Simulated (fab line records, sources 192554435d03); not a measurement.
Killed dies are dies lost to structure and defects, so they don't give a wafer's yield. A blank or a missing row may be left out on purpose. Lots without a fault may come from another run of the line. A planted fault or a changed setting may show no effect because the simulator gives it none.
Chamber matching | flow n5_finfet | N5_HKMG_FIN_ALD_71 on ald_metal-04: 4 sister chambers
The step deposits TiN, target thk 1 nm, pulse time 1 s, purge time 3 s. 4 wafers are shown with their chamber, then 10 later ones without.

WAFERS WITH THEIR CHAMBER
wafer  | chamber | heater_power_w (W)
L081.3 | 0       | 1013
L084.1 | 3       | 770
L086.5 | 2       | 897
L089.4 | 1       | 770

WAFERS WITHOUT THEIR CHAMBER
wafer  | heater_power_w (W)
L089.6 | 793
L090.2 | 774
L090.4 | 1042
L090.5 | 781
L094.1 | 911
L094.4 | 1036
L094.5 | 1028
L097.2 | 1057
L097.3 | 788
L097.5 | 783

WHICH CHAMBER EACH WENT THROUGH
wafer  | from the rows above     | in truth
L089.6 | can't be placed: 1 or 3 | 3
L090.2 | can't be placed: 1 or 3 | 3
L090.4 | 0                       | 0
L090.5 | can't be placed: 1 or 3 | 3
L094.1 | 2                       | 2
L094.4 | 0                       | 0
L094.5 | 0                       | 0
L097.2 | 0                       | 0
L097.3 | can't be placed: 1 or 3 | 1
L097.5 | can't be placed: 1 or 3 | 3
Placed correctly: 5 of 10. Can't be placed from these rows: 5 (the true chamber is among the candidates in 5). Placed wrongly: 0.
How it was worked out, from the rows above alone: a wafer's distance from a chamber is the root of the sum, over the readings, of the square of ((its reading less the chamber's mean) divided by the reading's scatter). The wafer belongs to the nearest chamber; if the next one is less than 2 further off, it can't be placed. A chamber's mean is the mean of its shown wafers. The scatter: with one shown wafer a chamber, the root of the mean of the squares of how far each hidden wafer lies from its nearest shown one.
